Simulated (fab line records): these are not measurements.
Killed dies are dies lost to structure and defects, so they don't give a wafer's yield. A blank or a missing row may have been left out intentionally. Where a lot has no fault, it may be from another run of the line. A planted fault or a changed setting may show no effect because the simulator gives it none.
Shared-tool check ; flow n5_finfet ; Lots sampled 9, wafers sampled 27

## WHY THIS WAS OPENED
At N5_GATE_CUT_THK_MEAS_24 the reading GC_FILL_THK is flagged on 3 of 9 lots. Wafers without a fault read 219.6 nm, standard deviation 1.9.
Rule: flag the lot when none of its wafers has a number, or when each of its wafers that has one lies beyond 4 standard deviations from that mean. As for the other lots, they are considered sound.

lot;measured;on;GC_FILL_THK (nm), wafer by wafer;flag
L598;day 4 22:19;film_metro-01;220.6 221.5 220.8;
L601;day 5 14:02;film_metro-02;219.4 220.6 218.9;
L602;day 5 23:51;film_metro-02;217.8 218.8 220.0;
L608;day 7 10:54;film_metro-01;129.5 131.4 130.5;FLAGGED
L609;day 7 21:03;film_metro-02;131.8 132.6 133.2;FLAGGED
L610;day 8 00:54;film_metro-02;132.3 133.1 131.7;FLAGGED
L617;day 9 18:46;film_metro-02;219.7 221.8 221.4;
L618;day 9 20:16;film_metro-01;218.8 218.2 218.7;
L619;day 10 06:41;film_metro-01;218.8 217.7 216.9;
The numbers of the flagged lots are 131.8 nm on average: -87.8 nm against the usual, or -46 standard deviations.

## WHICH TOOL RAN EACH LOT
5 process steps preceding the reading are held in the record, out of 1938 steps in the route. Every cell lists first the tool, next ch and the chambers used by the sampled wafers, and last the start.
lot;flag;N5_GATE_CUT_DESCUM_18;N5_GATE_CUT_VAPOR_ETCH_48;N5_GATE_CUT_VAPOR_ETCH_51;N5_GATE_CUT_ALD_22;N5_GATE_CUT_CMP_23
L598;;rie_diel-03 ch 0,1,3, day 4 17:46;rie_metal-03 ch 0,1, day 4 18:20;rie_metal-03 ch 0,1, day 4 18:23;ald_sin-03 ch 1,2,3, day 4 20:32;cmp-03 ch 1,2,3, day 4 22:01
L601;;rie_diel-04 ch 0,1,2, day 5 11:23;rie_metal-03 ch 0,1, day 5 11:58;rie_metal-03 ch 0,1, day 5 12:02;ald_sin-03 ch 0,1,2, day 5 12:59;cmp-03 ch 0,3, day 5 13:46
L602;;rie_diel-06 ch 0,2, day 5 20:58;rie_metal-03 ch 0,1, day 5 21:43;rie_metal-03 ch 0,1, day 5 21:47;ald_sin-03 ch 0,2, day 5 22:04;cmp-04 ch 0,2,3, day 5 23:33
L608;FLAGGED;rie_diel-06 ch 0,1,2, day 7 08:17;rie_metal-03 ch 0,1, day 7 08:51;rie_metal-03 ch 0,1, day 7 08:55;ald_sin-03 ch 0,1,3, day 7 09:07;cmp-01 ch 0,2,3, day 7 10:38
L609;FLAGGED;rie_diel-04 ch 0,2,3, day 7 18:23;rie_metal-03 ch 0,1, day 7 18:58;rie_metal-03 ch 0,1, day 7 19:02;ald_sin-02 ch 2,3, day 7 19:16;cmp-01 ch 1,2,3, day 7 20:45
L610;FLAGGED;rie_diel-06 ch 0,1,2, day 7 22:16;rie_metal-02 ch 1, day 7 22:50;rie_metal-02 ch 1, day 7 22:54;ald_sin-03 ch 0,2, day 7 23:07;cmp-04 ch 1,2,3, day 8 00:36
L617;;rie_diel-04 ch 0,2, day 9 16:03;rie_metal-02 ch 0,1, day 9 16:41;rie_metal-02 ch 0,1, day 9 16:46;ald_sin-03 ch 0,1,3, day 9 16:59;cmp-01 ch 1,2,3, day 9 18:32
L618;;rie_diel-04 ch 0,1, day 9 17:38;rie_metal-03 ch 0,1, day 9 18:13;rie_metal-03 ch 0,1, day 9 18:16;ald_sin-03 ch 1,2,3, day 9 18:28;cmp-03 ch 1,2,3, day 9 20:05
L619;;rie_diel-04 ch 0,1,2, day 10 01:19;rie_metal-02 ch 0,1, day 10 01:54;rie_metal-02 ch 0,1, day 10 01:58;ald_sin-02 ch 0,2,3, day 10 04:54;cmp-01 ch 1,2,3, day 10 06:26
What these steps do:
- N5_GATE_CUT_DESCUM_18: chemistry O2, time 7 s.
- N5_GATE_CUT_VAPOR_ETCH_48: etches TiN in BCl3/Cl2.
- N5_GATE_CUT_VAPOR_ETCH_51: etches HfO2 in BCl3/Cl2.
- N5_GATE_CUT_ALD_22: deposits SiNx, target thk 16 nm, pulse time 1 s, ald cycles 320.
- N5_GATE_CUT_CMP_23: polishes, stops on SiO2, t overpolish 23.4 s, target thk 16 nm.
- N5_GATE_CUT_THK_MEAS_24

## FLAGGED AGAINST TOTAL, ONE TOOL AT A TIME (gauges that did the reading follow at the end)
step;tool;lots run;flagged;share of the flagged lots;sound lots run after its first flagged lot
N5_GATE_CUT_DESCUM_18;rie_diel-03;1;0;none;-
N5_GATE_CUT_DESCUM_18;rie_diel-04;5;1;some;3 (L617,L618,L619)
N5_GATE_CUT_DESCUM_18;rie_diel-06;3;2;some;0
N5_GATE_CUT_VAPOR_ETCH_48;rie_metal-02;3;1;some;2 (L617,L619)
N5_GATE_CUT_VAPOR_ETCH_48;rie_metal-03;6;2;some;1 (L618)
N5_GATE_CUT_VAPOR_ETCH_51;rie_metal-02;3;1;some;2 (L617,L619)
N5_GATE_CUT_VAPOR_ETCH_51;rie_metal-03;6;2;some;1 (L618)
N5_GATE_CUT_ALD_22;ald_sin-02;2;1;some;1 (L619)
N5_GATE_CUT_ALD_22;ald_sin-03;7;2;some;2 (L617,L618)
N5_GATE_CUT_CMP_23;cmp-01;4;2;some;2 (L617,L619)
N5_GATE_CUT_CMP_23;cmp-03;3;0;none;-
N5_GATE_CUT_CMP_23;cmp-04;2;1;some;0
N5_GATE_CUT_THK_MEAS_24;film_metro-01;4;1;some;2 (L618,L619)
N5_GATE_CUT_THK_MEAS_24;film_metro-02;5;2;some;1 (L617)

## THE TABLE: WHAT IT ALLOWS
No row of the table ran every flagged lot.

## WHAT HAD BEEN PUT IN BY THE SIMULATOR
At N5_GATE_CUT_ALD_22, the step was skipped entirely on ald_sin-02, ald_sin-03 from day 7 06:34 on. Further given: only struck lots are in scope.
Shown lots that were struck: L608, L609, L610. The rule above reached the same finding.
